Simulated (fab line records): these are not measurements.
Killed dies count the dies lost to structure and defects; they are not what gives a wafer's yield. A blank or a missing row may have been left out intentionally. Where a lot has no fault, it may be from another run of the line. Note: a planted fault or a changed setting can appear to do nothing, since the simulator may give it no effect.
Which tool did it? -- flow nand_harc -- Sampling: 12 lots, 36 wafers, 6 of 1302 route steps

WHAT THE GAUGES SHOWED, per wafer
NHARC_A_M0_CD_MEAS_09: the cd target is 80 nm.
lot,measured,on,cd_nm (nm)
L846,day 23 03:39,cd_sem-01,79.2 79.6 79.4
L848,day 23 22:46,cd_sem-03,80.4 79.4 79.9
L851,day 25 09:56,cd_sem-01,79.4 80.2 79.7
L852,day 25 13:40,cd_sem-02,81.0 80.4 81.1
L853,day 26 22:30,cd_sem-01,79.9 79.2 79.6
L857,day 27 18:28,cd_sem-03,93.3 92.6 94.0
L858,day 28 06:20,cd_sem-03,80.8 79.2 79.6
L860,day 28 18:44,cd_sem-01,94.8 94.2 94.1
L866,day 31 00:13,cd_sem-03,80.9 80.9 80.5
L865,day 31 06:45,cd_sem-02,79.1 80.3 79.0
L867,day 32 02:20,cd_sem-01,80.0 79.2 79.7
L868,day 32 20:43,cd_sem-01,82.1 80.2 81.6

NHARC_END_SORT_01.
lot,measured,on,defect_limited_yield (%),killed_at_array,killed_at_other,killed_at_periphery,killed_dies,killed_open,killed_short
L846,day 24 18:29,prober-02,89 91 91,59 54 53,3 2 0,15 8 11,77 64 64,7 2 3,5 3 1
L848,day 25 17:04,prober-02,86 83 83,93 115 113,0 0 1,3 0 3,96 115 117,4 5 4,2 0 1
L851,day 27 01:14,prober-01,86 83 83,95 112 108,2 0 6,1 2 1,98 114 115,2 1 3,3 5 0
L852,day 27 08:57,prober-01,91 92 92,56 51 56,1 1 0,1 2 0,58 54 56,3 2 1,2 2 2
L853,day 28 12:53,prober-02,88 87 87,74 80 82,0 0 1,4 7 6,78 87 89,4 5 3,9 3 4
L857,day 29 09:26,prober-01,87 88 87,85 76 81,0 0 0,3 2 4,88 78 85,2 1 1,3 2 3
L858,day 29 21:00,prober-02,95 96 95,30 30 27,2 0 0,1 0 6,33 30 33,1 2 3,2 3 5
L860,day 30 12:39,prober-01,91 92 92,53 52 46,0 1 2,5 4 7,58 57 55,2 5 4,3 3 3
L866,day 33 07:10,prober-01,97 97 96,15 18 23,0 0 0,4 1 2,19 19 25,0 3 3,2 0 2
L865,day 33 06:24,prober-02,89 88 91,67 76 57,0 0 0,5 6 3,72 82 60,8 4 1,3 0 0
L867,day 33 22:07,prober-01,90 89 88,68 68 74,0 1 2,1 3 6,69 72 82,3 2 1,0 2 1
L868,day 34 11:32,prober-02,91 94 93,54 41 46,2 1 0,2 2 2,58 44 48,1 1 3,3 3 3

TOOL THAT RAN EACH LOT (tool first, then ch and the chambers of the sampled wafers, then the start)
lot,NHARC_A_BLC_ETCH_17,NHARC_A_BLC_CMP_25,NHARC_A_M0_PEB_07,NHARC_A_M0_ETCH_15
L846,"rie_diel-06 ch 0,2, day 23 02:20 or earlier","cmp-02 ch 1,3, day 23 02:20","litho_track-04 ch 0, day 23 03:34","rie_diel-10 ch 0,1, day 24 18:29 or earlier"
L848,"rie_diel-06 ch 1,2, day 23 21:28 or earlier","cmp-01 ch 0,2, day 23 21:28","litho_track-04 ch 0, day 23 22:41","rie_diel-11 ch 1,2,3, day 25 17:04 or earlier"
L851,"rie_diel-09 ch 0,1, day 25 08:38 or earlier","cmp-03 ch 0,3, day 25 08:38","litho_track-06 ch 0, day 25 09:52","rie_diel-10 ch 0,3, day 27 01:14 or earlier"
L852,"rie_diel-09 ch 0,2,3, day 25 12:22 or earlier","cmp-01 ch 0,1,2, day 25 12:22","litho_track-06 ch 0, day 25 13:35","rie_diel-11 ch 0,2,3, day 27 08:57 or earlier"
L853,"rie_diel-09 ch 0,2, day 26 21:19 or earlier","cmp-03 ch 0,2,3, day 26 21:19","litho_track-01 ch 0, day 26 22:25","rie_diel-11 ch 1,2,3, day 28 12:53 or earlier"
L857,"rie_diel-09 ch 0,1,3, day 27 17:20 or earlier","cmp-01 ch 0,2,3, day 27 17:20","litho_track-04 ch 0, day 27 18:23","rie_diel-10 ch 0,2,3, day 29 09:26 or earlier"
L858,"rie_diel-01 ch 2,3, day 28 05:09 or earlier","cmp-02 ch 0,3, day 28 05:09","litho_track-06 ch 0, day 28 06:15","rie_diel-11 ch 1,2, day 29 21:00 or earlier"
L860,"rie_diel-09 ch 1,2, day 28 17:26 or earlier","cmp-02 ch 0,3, day 28 17:26","litho_track-04 ch 0, day 28 18:40","rie_diel-12 ch 0,1,2, day 30 12:39 or earlier"
L866,"rie_diel-09 ch 0,1,2, day 30 22:49 or earlier","cmp-02 ch 0,2,3, day 30 22:49","litho_track-06 ch 0, day 31 00:08","rie_diel-11 ch 0,2,3, day 33 07:10 or earlier"
L865,"rie_diel-09 ch 0,1,2, day 31 05:34 or earlier","cmp-01 ch 0,3, day 31 05:34","litho_track-04 ch 0, day 31 06:40","rie_diel-12 ch 1,2,3, day 33 06:24 or earlier"
L867,"rie_diel-09 ch 1,2,3, day 32 00:47 or earlier","cmp-01 ch 0,2,3, day 32 00:47","litho_track-04 ch 0, day 32 02:16","rie_diel-10 ch 0,1,3, day 33 22:07 or earlier"
L868,"rie_diel-09 ch 0,1, day 32 19:25 or earlier","cmp-01 ch 0,1,3, day 32 19:25","litho_track-01 ch 0, day 32 20:38","rie_diel-10 ch 0,2,3, day 34 11:32 or earlier"
- NHARC_A_BLC_ETCH_17: etches the open film in N2/H2, target depth 390 nm, time 609.38 s.
- NHARC_A_BLC_CMP_25: polishes, t overpolish 30 s, target thk 150 nm.
- NHARC_A_M0_PEB_07: peb time 65 s.
- NHARC_A_M0_ETCH_15: etches the open film in C4F8/Ar, target depth 150 nm, overetch 15 nm, time 82.5 s.

WHAT THE TOOLS THEMSELVES READ (means of the sampled wafers that have a number; where no wafer has one, the mark that the record gives instead)
NHARC_A_BLC_ETCH_17.
lot,tool,drypump_motor_current_A (A),oes_product_au (a.u.),rf_vpp_V (V),showerhead_plenum_p_Torr (Torr),throttle_valve_pct (%)
L846,rie_diel-06,5.3,1.003,429.0,1.98,14.176
L848,rie_diel-06,5.5,1.007,428.6,1.98,14.173
L851,rie_diel-09,5.1,1.000,432.0,2.07,14.170
L852,rie_diel-09,5.1,0.993,432.2,2.10,14.174
L853,rie_diel-09,4.8,0.998,432.8,2.14,14.174
L857,rie_diel-09,5.4,0.995,430.5,2.02,14.169
L858,rie_diel-01,5.6,0.994,431.1,2.10,14.167
L860,rie_diel-09,5.2,0.985,429.7,2.02,14.165
L866,rie_diel-09,5.0,1.001,431.2,2.08,14.180
L865,rie_diel-09,5.0,0.995,432.4,2.08,14.173
L867,rie_diel-09,5.3,0.992,430.5,2.03,14.170
L868,rie_diel-09,5.3,0.997,429.5,2.00,14.171

NHARC_A_BLC_CMP_25.
lot,tool,motor_current_A (A),overpolish_run_s (s),time_to_endpoint_s (s)
L846,cmp-02,12.1,30.001,27.1
L848,cmp-01,11.3,30.004,30.5
L851,cmp-03,10.6,29.992,29.5
L852,cmp-01,12.2,29.999,34.2
L853,cmp-03,10.8,30.002,30.9
L857,cmp-01,12.6,29.997,32.9
L858,cmp-02,12.6,29.999,29.4
L860,cmp-02,12.0,29.995,29.6
L866,cmp-02,12.1,30.009,32.3
L865,cmp-01,14.2,30.009,29.1
L867,cmp-01,12.6,30.004,27.9
L868,cmp-01,13.7,29.998,28.4

NHARC_A_M0_PEB_07.
lot,tool,exhaust_pa (Pa)
L846,litho_track-04,44.6
L848,litho_track-04,45.6
L851,litho_track-06,45.8
L852,litho_track-06,46.4
L853,litho_track-01,45.4
L857,litho_track-04,45.4
L858,litho_track-06,44.9
L860,litho_track-04,45.7
L866,litho_track-06,43.7
L865,litho_track-04,44.6
L867,litho_track-04,45.9
L868,litho_track-01,45.2

NHARC_A_M0_ETCH_15.
lot,tool,oes_product_au (a.u.),rf_vpp_V (V)
L846,rie_diel-10,0.920,439.6
L848,rie_diel-11,0.948,440.1
L851,rie_diel-10,0.925,441.8
L852,rie_diel-11,0.934,441.7
L853,rie_diel-11,0.975,439.6
L857,rie_diel-10,0.968,442.2
L858,rie_diel-11,0.965,438.2
L860,rie_diel-12,0.981,443.1
L866,rie_diel-11,0.916,442.4
L865,rie_diel-12,0.969,441.8
L867,rie_diel-10,0.921,440.4
L868,rie_diel-10,0.966,441.5

THE ANSWER, worked out from the rows above alone
Rule: the lots themselves supply what counts as usual. The widest of any qualifying gaps counts: lots, ordered by their means at a reading, are off when they make up no more than a third of the lots, leave a main group of 4 or more, and stand apart from it by 3 or more times the standard deviation of that group's means. If all means in a main group match to the digits the tables above print for the reading, that group is not used. Also off: a lot with no number at a reading for which 4 or more lots have one. The other lots that the step has rows for count as sound. First the gauges in route order, then the tools' own readings, where a lot's mean is used as printed above. At the first step where some lot is off, the reading lying furthest off is the one used; lots without a number count as furthest.
Off: L857, L860, at NHARC_A_M0_CD_MEAS_09 (cd_nm). Mean 80.0 nm and standard deviation 0.63 in the main group.
A tool fits if, at a process step before that reading, it ran every lot that is off, and no sound lot after the first of them. Those tools and the gauges at NHARC_A_M0_CD_MEAS_09 are tried in the same way. With no start given for some of its lots, NHARC_A_BLC_ETCH_17 uses the hours and lot order of NHARC_A_BLC_CMP_25. Not one of the candidates tried fits.

WHAT THE SIMULATOR HAD PUT IN
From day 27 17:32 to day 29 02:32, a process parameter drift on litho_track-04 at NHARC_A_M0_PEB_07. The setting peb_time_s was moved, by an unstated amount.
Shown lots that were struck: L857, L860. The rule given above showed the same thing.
